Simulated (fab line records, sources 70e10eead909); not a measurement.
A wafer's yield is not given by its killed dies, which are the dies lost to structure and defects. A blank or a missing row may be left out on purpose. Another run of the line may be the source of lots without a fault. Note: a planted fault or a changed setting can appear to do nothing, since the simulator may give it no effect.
The tool behind it: which one? ; flow nand-harc ; Sampling: 13 lots, 39 wafers, 4 of 1302 route steps

WHAT THE GAUGES READ, wafer by wafer
NHARC_P_GATE_CD_MEAS_59 targets a cd of 720 nm. Usual: cd-nm 719.6 nm, standard deviation 2.
lot;measured;on;cd-nm (nm);flag
L236;day 6 00:37;cd-sem-03;719.3 719.5 718.5;
L237;day 6 06:46;cd-sem-02;722.5 721.1 721.9;
L240;day 7 07:06;cd-sem-03;717.9 717.2 715.6;
L239;day 7 09:21;cd-sem-02;719.3 716.9 718.5;
L241;day 8 00:56;cd-sem-02;723.2 721.3 720.8;
L242;day 8 01:53;cd-sem-02;722.4 720.3 720.0;
L244;day 8 20:44;cd-sem-02;718.3 718.8 718.5;
L247;day 10 04:49;cd-sem-02;722.9 719.3 720.7;
L248;day 10 08:49;cd-sem-03;722.3 720.2 720.2;
L249;day 11 05:05;cd-sem-03;819.8 819.9 819.8;OFF
L252;day 12 09:28;cd-sem-01;716.3 718.0 718.1;
L253;day 12 15:33;cd-sem-03;720.0 721.0 720.7;
L259;day 15 08:13;cd-sem-01;719.2 721.9 715.5;

NHARC_P_GATE_CD_MEAS_91 targets a cd of 2000 nm. Usual: cd-nm 1998.9 nm, standard deviation 1.6.
lot;measured;on;cd-nm (nm);flag
L236;day 6 02:12;cd-sem-01;1997.8 1998.1 1999.3;
L237;day 6 08:40;cd-sem-02;1999.3 1998.0 1999.4;
L240;day 7 08:48;cd-sem-03;1999.7 2001.6 2002.0;
L239;day 7 11:04;cd-sem-03;1999.3 2000.5 2000.6;
L241;day 8 02:39;cd-sem-02;1998.1 1998.9 1999.3;
L242;day 8 03:28;cd-sem-03;1999.4 1999.2 2001.9;
L244;day 8 22:27;cd-sem-01;1996.2 1995.0 1997.9;
L247;day 10 06:25;cd-sem-03;1998.7 1998.6 1998.8;
L248;day 10 10:24;cd-sem-02;1999.2 2001.6 2001.4;
L249;day 11 06:41;cd-sem-02;1998.4 1995.3 1996.5;
L252;day 12 11:10;cd-sem-03;1997.3 1997.1 1996.9;
L253;day 12 17:17;cd-sem-02;1999.1 1999.9 1999.3;
L259;day 15 09:56;cd-sem-02;1997.4 1996.1 1997.1;

WHAT TOOL EACH LOT RAN ON (gives the tool, then ch and the chambers of the sampled wafers, and finally the start)
lot;NHARC_P_GATE_EXPOSE_56;NHARC_P_GATE_STRIP_76
L236;krf-scanner-04 ch 0, day 6 00:28;plasma-asher-01 ch 0,1, day 6 01:25
L237;krf-scanner-02 ch 0, day 6 06:36;plasma-asher-01 ch 0,1, day 6 07:43
L240;krf-scanner-02 ch 0, day 7 06:56;plasma-asher-02 ch 0,1, day 7 07:53
L239;krf-scanner-02 ch 0, day 7 09:12;plasma-asher-02 ch 0,1, day 7 10:08
L241;krf-scanner-02 ch 0, day 8 00:47;plasma-asher-02 ch 0,1, day 8 01:44
L242;krf-scanner-02 ch 0, day 8 01:43;plasma-asher-02 ch 0,1, day 8 02:40
L244;krf-scanner-03 ch 0, day 8 20:35;plasma-asher-02 ch 0,1, day 8 21:32
L247;krf-scanner-02 ch 0, day 10 04:40;plasma-asher-01 ch 0,1, day 10 05:37
L248;krf-scanner-02 ch 0, day 10 08:40;plasma-asher-01 ch 0,1, day 10 09:37
L249;krf-scanner-02 ch 0, day 11 04:56;plasma-asher-02 ch 0,1, day 11 05:53
L252;krf-scanner-02 ch 0, day 12 09:19;plasma-asher-01 ch 0,1, day 12 10:15
L253;krf-scanner-03 ch 0, day 12 15:24;plasma-asher-02 ch 0,1, day 12 16:22
L259;krf-scanner-04 ch 0, day 15 08:04;plasma-asher-02 ch 0,1, day 15 09:02
- NHARC_P_GATE_EXPOSE_56: exposes mask P PSD, target cd 720 nm.
- NHARC_P_GATE_STRIP_76: strips in O2.

AS READ BY THE TOOLS THEMSELVES (means over the sampled wafers that have a number; for cases with no such wafer, the mark the record gives instead)
NHARC_P_GATE_EXPOSE_56. Usual: exposure-dose-mJ-cm2 14.810, standard deviation 0.017; stage-vel-mm-s 499.94 mm/s, standard deviation 0.29.
lot;tool;exposure-dose-mJ-cm2;stage-vel-mm-s (mm/s);flag
L236;krf-scanner-04;14.809;499.61;
L237;krf-scanner-02;14.812;500.00;
L240;krf-scanner-02;14.816;500.01;
L239;krf-scanner-02;14.802;499.85;
L241;krf-scanner-02;14.840;499.99;
L242;krf-scanner-02;14.832;499.48;
L244;krf-scanner-03;14.799;499.91;
L247;krf-scanner-02;14.828;500.37;
L248;krf-scanner-02;14.801;500.31;
L249;krf-scanner-02;14.781;499.92;
L252;krf-scanner-02;14.810;500.31;
L253;krf-scanner-03;14.803;499.73;
L259;krf-scanner-04;14.808;500.14;

NHARC_P_GATE_STRIP_76. Usual: drypump-motor-current-A 5.7 A, standard deviation 0.34; heater-power-w 331 W, standard deviation 9.9.
lot;tool;drypump-motor-current-A (A);heater-power-w (W);flag
L236;plasma-asher-01;5.6;328;
L237;plasma-asher-01;5.6;324;
L240;plasma-asher-02;5.6;326;
L239;plasma-asher-02;5.9;328;
L241;plasma-asher-02;5.6;331;
L242;plasma-asher-02;5.6;330;
L244;plasma-asher-02;5.9;330;
L247;plasma-asher-01;5.6;323;
L248;plasma-asher-01;5.4;322;
L249;plasma-asher-02;5.9;326;
L252;plasma-asher-01;5.6;326;
L253;plasma-asher-02;5.9;345;
L259;plasma-asher-02;5.9;347;

THE ANSWER, worked out from the rows above alone
Rule: take the mean of a lot's wafers that have a number; if it is more than 3 standard deviations from the usual mean, the lot is off. A lot without any number at a reading at which 4 lots or more have one is off too. The other lots that the step has rows for count as sound. First the gauges in route order, then the tools' own readings, where a lot's mean is used as printed above. At the first step where some lot is off, the reading lying furthest off is the one used; lots without a number count as furthest.
Off: L249 (NHARC_P_GATE_CD_MEAS_59, cd-nm).
A tool fits if, at a process step before that reading, it ran every lot that is off, and no sound lot after the first of them. Those tools and the gauges at NHARC_P_GATE_CD_MEAS_59 are tried in the same way. Of those tried, none fits.

WHAT THE SIMULATOR PUT IN
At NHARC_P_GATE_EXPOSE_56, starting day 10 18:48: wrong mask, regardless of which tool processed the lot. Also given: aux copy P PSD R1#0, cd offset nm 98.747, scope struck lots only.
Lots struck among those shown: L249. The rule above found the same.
